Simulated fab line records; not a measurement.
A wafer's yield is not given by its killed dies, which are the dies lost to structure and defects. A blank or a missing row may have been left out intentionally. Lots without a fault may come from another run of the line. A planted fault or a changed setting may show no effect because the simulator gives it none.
fab line records	flow n5-finfet	part 2 of 2: steps 5 to 6 of 6
record: lots: 21	wafers: 63	last-day: 18
route steps=1938 shown PMOS_HMC_CHANNEL_EPI@57 FIN_SAQP@126 FIN_CUT@169
lots untouched by any fault: they come from a run of this same line in which no faults occurred
start-h: start of the lot's first displayed wafer, in hours after the record's first day	wait-h: hours since the lot's step before	" identical to the entry in the row above	L1.1+2: one row covering several wafers at once	- either no value or no given start	* or withheld: withheld	< > ~ a bound
route shown NAME@n: a module of which the file shows steps, and the number in the route of the first	usual: the fault-free wafers' mean and standard deviation	same: alike in all rows	chamber/n: place in a boat	sites: each site's reading	_std_site: their standard deviation	_edge_site: the outer-site mean with the inner-site mean subtracted	radius-mm: how far each site lies from the wafer's centre	mask NAME#n: copy n	behind: tool/chamber where the wafer was last shaped	hold: reason for holding the lot/hours on hold/outcome of the hold	device: whichever transistor did not switch (one of n, p or np)	end of line: tests of these same wafers at the route's end	a step given without rows: its recipe and nothing more	killed: at the first sort, the dies lost to defects and structure; wafer yield is something else	map: a wafer's dies, x killed, . not, _ none there
set.NAME: the setting the step ran with; set.NAME@STEP: the setting that earlier step ran with	model.NAME: the simulator's own value behind a step, which no gauge read
one table for each step of the route and one row for each wafer, over a sample of lots
services: from which hour (start-h, from the record's first day; less than 0 if before it) a tool's chamber was out of use, for how many hours, and why
== steps ==
step: N5_FIN_CUT_STRIP_24
recipe: chemistry: CF4	resist: SiARC	power-w: 300	bias-power-w: 75	pressure-mtorr: 50	cf4-flow-sccm: 150	rf-frequency-hz: 6e+07
usual: drypump-motor-current-A: 5.6/0.42	oes-product-au: 0.79/0.098	rf-vpp-V: 271.4/1.6	showerhead-plenum-p-Torr: 1.80/0.064	throttle-valve-pct: 13.60/0.24
lot.wafer	tool	chamber	start-h	wait-h	drypump-motor-current-A	oes-product-au	rf-hours-counter-h	rf-vpp-V	showerhead-plenum-p-Torr	throttle-valve-pct
L075.1	rie-diel-04	3	36.41	0.0	6.5	0.74	176	269.3	1.72	13.64
L075.4	"	0	"	"	5.8	0.70	202	272.7	1.86	13.81
L075.5	"	0	"	"	5.8	0.70	-	272.9	1.86	13.82
L076.1	rie-diel-03	0	39.25	0.0	5.2	0.72	194	269.9	1.72	13.84
L076.2	"	2	"	"	5.4	0.86	44	272.9	1.89	13.65
L076.4	"	0	"	"	5.2	0.73	-	267.8	1.71	13.83
L077.2	rie-diel-03	1	46.00	0.0	5.9	0.97	1	272.9	1.84	13.30
L077.5	"	0	"	"	5.2	0.72	-	270.3	1.71	13.82
L077.6	"	3	"	"	4.8	0.92	-	270.7	1.76	13.57
L078.3	rie-diel-01	3	50.87	0.0	5.4	0.95	3	272.1	1.83	13.35
L078.5	"	3	"	"	5.4	0.95	-	271.4	1.83	13.35
L078.6	"	2	"	"	5.5	0.71	-	270.0	1.78	13.74
L080.3	rie-diel-01	2	64.61	0.0	5.5	0.71	210	270.3	1.78	13.75
L080.5	"	2	"	"	5.5	0.71	-	271.1	1.78	13.74
L080.6	"	0	"	"	5.1	0.91	-	272.9	1.90	13.33
L081.1	rie-diel-01	0	69.08	0.0	5.1	0.91	18	271.9	1.90	13.35
L081.3	"	3	"	"	5.4	0.93	8	271.3	1.83	13.37
L081.5	"	2	"	"	5.6	0.70	-	272.0	1.78	13.74
L082.1	rie-diel-03	1	75.10	0.0	5.9	0.92	9	271.6	1.83	13.35
L082.4	"	0	"	"	5.2	0.72	204	269.4	1.71	13.86
L082.5	"	0	"	"	5.2	0.71	-	269.9	1.71	13.85
L083.2	rie-diel-04	1	80.77	0.0	5.7	0.85	47	270.8	1.76	13.22
L083.5	"	0	"	"	5.8	0.70	-	272.1	1.86	13.85
L083.6	"	1	"	"	5.7	0.86	-	268.8	1.76	13.23
L084.2	rie-diel-04	2	86.94	0.0	5.7	0.70	199	271.8	1.85	13.79
L084.3	"	3	"	"	6.5	0.73	189	268.3	1.72	13.68
L084.6	"	3	"	"	6.5	0.72	-	269.9	1.72	13.67
L085.1	rie-diel-04	3	97.86	0.0	6.5	0.72	192	269.3	1.71	13.67
L085.5	"	1	"	"	5.7	0.86	-	268.8	1.76	13.21
L085.6	"	0	"	"	5.8	0.69	-	272.3	1.86	13.85
L086.1	rie-diel-03	1	100.65	0.0	5.9	0.91	16	271.5	1.83	13.34
L086.2	"	2	"	"	5.4	0.85	60	273.5	1.89	13.72
L086.3	"	0	"	"	5.2	0.71	211	269.5	1.71	13.85
L087.1	rie-diel-01	1	104.66	0.0	6.0	0.90	8	273.7	1.91	13.05
L087.3	"	3	"	"	5.4	0.90	21	272.6	1.83	13.40
L087.5	"	3	"	"	5.4	0.90	-	272.4	1.83	13.40
L088.2	rie-diel-04	3	113.36	0.0	6.5	0.72	197	269.3	1.71	13.69
L088.3	"	2	"	"	5.8	0.70	206	272.2	1.84	13.81
L088.5	"	0	"	"	5.8	0.68	-	271.7	1.85	13.86
L089.1	rie-diel-04	3	117.05	0.0	6.5	0.72	198	270.0	1.71	13.68
L089.2	"	0	"	"	5.8	0.68	224	272.6	1.85	13.87
L089.5	"	2	"	"	5.7	0.71	-	272.9	1.84	13.82
L091.2	rie-diel-01	0	129.83	0.0	5.1	0.87	31	274.7	1.89	13.39
L091.4	"	1	"	"	5.9	0.88	17	273.6	1.90	13.08
L091.5	"	2	"	"	5.5	0.69	-	271.3	1.77	13.79
L092.2	rie-diel-03	0	135.45	0.0	5.2	0.71	221	269.9	1.71	13.88
L092.3	"	1	"	"	5.9	0.89	26	272.1	1.83	13.37
L092.5	"	3	"	"	4.7	0.87	-	269.4	1.75	13.62
L093.1	rie-diel-04	3	140.84	0.0	6.5	0.70	203	269.3	1.71	13.70
L093.3	"	1	"	"	5.7	0.84	59	270.8	1.76	13.24
L093.6	"	1	"	"	5.7	0.84	-	271.0	1.76	13.24
L094.2	rie-diel-04	0	149.12	0.0	5.8	0.68	234	272.6	1.85	13.87
L094.3	"	1	"	"	5.7	0.83	61	269.8	1.76	13.24
L094.5	"	0	"	"	5.8	0.68	-	272.9	1.85	13.89
L095.3	rie-diel-03	3	154.04	0.0	4.7	0.86	42	270.3	1.75	13.63
L095.4	"	3	"	"	4.7	0.85	-	270.7	1.75	13.64
L095.5	"	0	"	"	5.3	0.70	-	268.6	1.71	13.91
L096.3	rie-diel-01	1	159.17	0.0	6.0	0.87	24	273.7	1.90	13.08
L096.4	"	0	"	"	5.0	0.87	39	273.5	1.89	13.41
L096.5	"	2	"	"	5.5	0.69	-	272.3	1.77	13.81
L097.1	rie-diel-04	3	166.84	0.0	6.5	0.71	210	269.3	1.71	13.71
L097.2	"	1	"	"	5.7	0.83	66	270.0	1.75	13.27
L097.3	"	2	"	"	5.7	0.69	223	273.8	1.84	13.84
step: N5_FIN_CUT_CUT_ETCH_28
recipe: chemistry: HBr/Cl2/O2	target: Si	target-depth-a: 60	mask-material: SOC	time-s: 2.4	ion-energy-ev: *	bias-w: *	pressure-mtorr: 10	icp-w: 800	HBr_flow_sccm: 150	Cl2_flow_sccm: 80	O2_flow_sccm: 12
usual: drypump-motor-current-A: 5.6/0.33	oes-product-au: 0.997/0.012	throttle-valve-pct: 37.23/0.24
lot.wafer	tool	chamber	start-h	wait-h	drypump-motor-current-A	oes-product-au	rf-hours-counter-h	throttle-valve-pct
L075.1	rie-si-06	3	36.77	0.0	5.5	0.990	119	37.46
L075.4	"	2	"	"	5.6	1.024	6	37.53
L075.5	"	1	"	"	5.6	1.012	-	36.87
L076.1	rie-si-04	3	39.52	0.0	5.7	0.990	120	37.25
L076.2	"	2	"	"	5.4	0.993	6	37.32
L076.4	"	0	"	"	5.8	0.989	157	37.51
L077.2	rie-si-04	1	46.27	0.0	4.8	0.997	143	37.30
L077.5	"	2	"	"	5.4	0.996	-	37.33
L077.6	"	3	"	"	5.7	0.977	-	37.25
L078.3	rie-si-06	1	51.14	0.0	5.6	1.010	2	36.88
L078.5	"	0	"	"	5.9	0.995	-	37.04
L078.6	"	1	"	"	5.6	1.013	-	36.88
L080.3	rie-si-06	3	64.88	0.0	5.5	0.989	119	37.48
L080.5	"	1	"	"	5.6	1.023	-	36.89
L080.6	"	0	"	"	6.0	0.981	-	37.03
L081.1	rie-si-04	0	69.35	0.0	5.7	0.988	158	37.50
L081.3	"	1	"	"	4.8	0.993	144	37.30
L081.5	"	1	"	"	4.9	0.990	-	37.29
L082.1	rie-si-04	0	75.36	0.0	5.8	0.996	158	37.50
L082.4	"	2	"	"	5.4	0.989	7	37.33
L082.5	"	1	"	"	4.8	0.989	-	37.29
L083.2	rie-si-06	2	81.03	0.0	5.6	1.023	7	37.53
L083.5	"	1	"	"	5.6	1.010	-	36.87
L083.6	"	0	"	"	6.0	0.989	-	37.05
L084.2	rie-si-06	3	87.21	0.0	5.5	0.979	120	37.46
L084.3	"	2	"	"	5.5	1.020	7	37.55
L084.6	"	0	"	"	6.0	0.983	-	37.05
L085.1	rie-si-02	1	98.13	0.0	5.5	0.991	87	37.04
L085.5	"	3	"	"	5.9	1.006	-	36.82
L085.6	"	2	"	"	5.5	0.986	-	37.57
L086.1	rie-si-04	3	100.92	0.0	5.7	0.988	121	37.25
L086.2	"	1	"	"	4.9	0.985	144	37.31
L086.3	"	0	"	"	5.7	0.993	158	37.52
L087.1	rie-si-06	3	106.38	0.0	5.5	0.984	120	37.45
L087.3	"	0	"	"	5.9	0.987	189	37.04
L087.5	"	1	"	"	5.6	1.009	-	36.86
L088.2	rie-si-02	1	113.63	0.0	5.5	1.002	87	37.03
L088.3	"	2	"	"	5.5	1.001	121	37.57
L088.5	"	1	"	"	5.5	0.991	-	37.02
L089.1	rie-si-04	0	117.34	0.0	5.8	0.987	159	37.49
L089.2	"	2	"	"	5.4	0.991	8	37.32
L089.5	"	3	"	"	5.7	0.987	-	37.25
L091.2	rie-si-02	3	130.09	0.0	5.9	1.009	35	36.84
L091.4	"	1	"	"	5.5	0.998	87	37.03
L091.5	"	0	"	"	6.3	1.012	-	36.93
L092.2	rie-si-04	0	135.72	0.0	5.7	0.983	159	37.51
L092.3	"	2	"	"	5.4	0.994	8	37.33
L092.5	"	0	"	"	5.7	0.996	-	37.51
L093.1	rie-si-06	1	141.11	0.0	5.6	1.010	4	36.86
L093.3	"	3	"	"	5.5	0.986	121	37.47
L093.6	"	3	"	"	5.5	0.986	-	37.47
L094.2	rie-si-06	3	149.39	0.0	5.5	0.984	121	37.48
L094.3	"	0	"	"	5.9	0.994	190	37.04
L094.5	"	0	"	"	5.9	0.992	-	37.02
L095.3	rie-si-04	1	154.31	0.0	4.9	0.985	145	37.28
L095.4	"	0	"	"	5.7	0.982	159	37.51
L095.5	"	3	"	"	5.7	0.980	-	37.26
L096.3	rie-si-02	2	159.44	0.0	5.5	1.000	122	37.58
L096.4	"	3	"	"	5.9	1.015	36	36.79
L096.5	"	0	"	"	6.4	1.008	-	36.92
L097.1	rie-si-04	2	167.32	0.0	5.4	1.002	8	37.32
L097.2	"	0	"	"	5.8	0.991	159	37.54
L097.3	"	1	"	"	4.9	0.988	146	37.28
== services ==
tool	chamber	start-h	hours	kind
rie-diel-02	0	1.37	6.3	repair
rie-diel-03	0	17.93	3.8	repair
rie-diel-02	-	35.44	0.6	repair
pecvd-03	-	36.11	0.6	repair
rie-diel-02	0	38.20	4.3	repair
rie-diel-05	0	40.26	8.8	repair
rie-diel-01	3	44.83	2.5	repair
rie-diel-05	0	67.15	3.7	repair
pecvd-03	-	84.18	0.7	repair
rie-diel-04	1	89.19	5.1	repair
rie-diel-02	2	90.82	4.3	repair
rie-diel-01	0	102.36	22.0	repair
rie-diel-04	1	105.96	14.5	repair
pecvd-03	-	113.55	1.0	repair
rie-diel-05	3	117.14	1.4	repair
pecvd-03	1	117.22	11.6	repair
rie-diel-04	3	120.72	9.8	repair
rie-si-04	-	133.87	0.3	repair
rie-si-06	3	134.24	2.9	repair
pecvd-01	-	137.43	2.8	pm
rie-diel-03	2	147.89	8.5	repair
rie-diel-04	-	150.63	0.2	repair
rie-diel-01	2	163.08	6.8	repair
rie-si-04	3	166.46	8.6	repair
